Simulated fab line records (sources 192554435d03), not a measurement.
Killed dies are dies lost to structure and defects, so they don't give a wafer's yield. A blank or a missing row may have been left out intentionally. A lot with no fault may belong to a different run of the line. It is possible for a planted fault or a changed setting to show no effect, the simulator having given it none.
Chamber matching | flow n5Finfet | uvCure-01 running N5_BEOL_M10_CURE_71: 3 sister chambers
The step cures SiCOH lowk, time 240 s. 18 wafers are shown with their chamber, then 9 later ones without.

WAFERS WITH THEIR CHAMBER
wafer  | chamber | wafer_temp_C_max | lampPowerPct (%)
L075.3 | 0       | 386.8            | 52.23
L075.4 | 0       | 386.6            | 52.42
L075.6 | 0       | 386.7            | 52.33
L078.1 | 0       | 386.9            | 52.33
L078.3 | 0       | 386.4            | 52.31
L078.6 | 0       | 386.6            | 52.27
L080.1 | 0       | 386.8            | 52.29
L080.2 | 0       | 387.5            | 52.33
L080.4 | 0       | 387.1            | 52.28
L081.2 | 0       | 386.8            | 52.33
L081.5 | 0       | 387.4            | 52.18
L081.6 | 0       | 386.8            | 52.26
L086.2 | 1       | 387.4            | 52.36
L086.3 | 1       | 387.8            | 52.31
L086.5 | 1       | 389.1            | 52.37
L088.1 | 2       | 386.9            | 52.37
L088.3 | 2       | 386.5            | 52.36
L088.5 | 2       | 386.4            | 52.33

SIGNATURES (means of the wafers above)
reading          | chamber 0 | chamber 1 | chamber 2 | scatter within a chamber
wafer_temp_C_max | 386.867   | 388.100   | 386.600   | 0.437
lampPowerPct     | 52.2967   | 52.3467   | 52.3533   | 0.0537
Rule: distance of a wafer from a chamber = root of the sum over the readings of ((wafer's reading minus chamber's mean) / reading's scatter) squared. The wafer belongs to the nearest chamber; if the next one is less than 2 further off, it can't be placed. How the scatter is found: for the shown wafers, subtract from each reading the mean of its chamber, square and add these, divide the total by (wafers less chambers), then take the root.

WAFERS MISSING THEIR CHAMBER
wafer  | wafer_temp_C_max | lampPowerPct (%)
L094.1 | 385.8            | 52.37
L094.2 | 386.5            | 52.42
L094.3 | 386.0            | 52.27
L096.2 | 386.4            | 52.32
L096.4 | 386.1            | 52.29
L096.5 | 386.7            | 52.23
L097.1 | 387.0            | 52.29
L097.3 | 386.7            | 52.37
L097.5 | 387.1            | 52.33

CHAMBER TAKEN BY EACH
wafer  | from the rows above          | in truth
L094.1 | can't be placed: 2 or 0      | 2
L094.2 | can't be placed: 2 or 0      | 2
L094.3 | can't be placed: 0 or 2      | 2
L096.2 | can't be placed: 2 or 0      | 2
L096.4 | can't be placed: 2 or 0      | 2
L096.5 | can't be placed: 0 or 2      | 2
L097.1 | can't be placed: 0 or 2      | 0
L097.3 | can't be placed: 2 or 0      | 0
L097.5 | can't be placed: 0 or 2 or 1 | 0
Correctly placed: 0 of 9. From these rows, 9 cannot be placed; in 9 the true chamber is one of the candidates. Placed wrongly: 0.
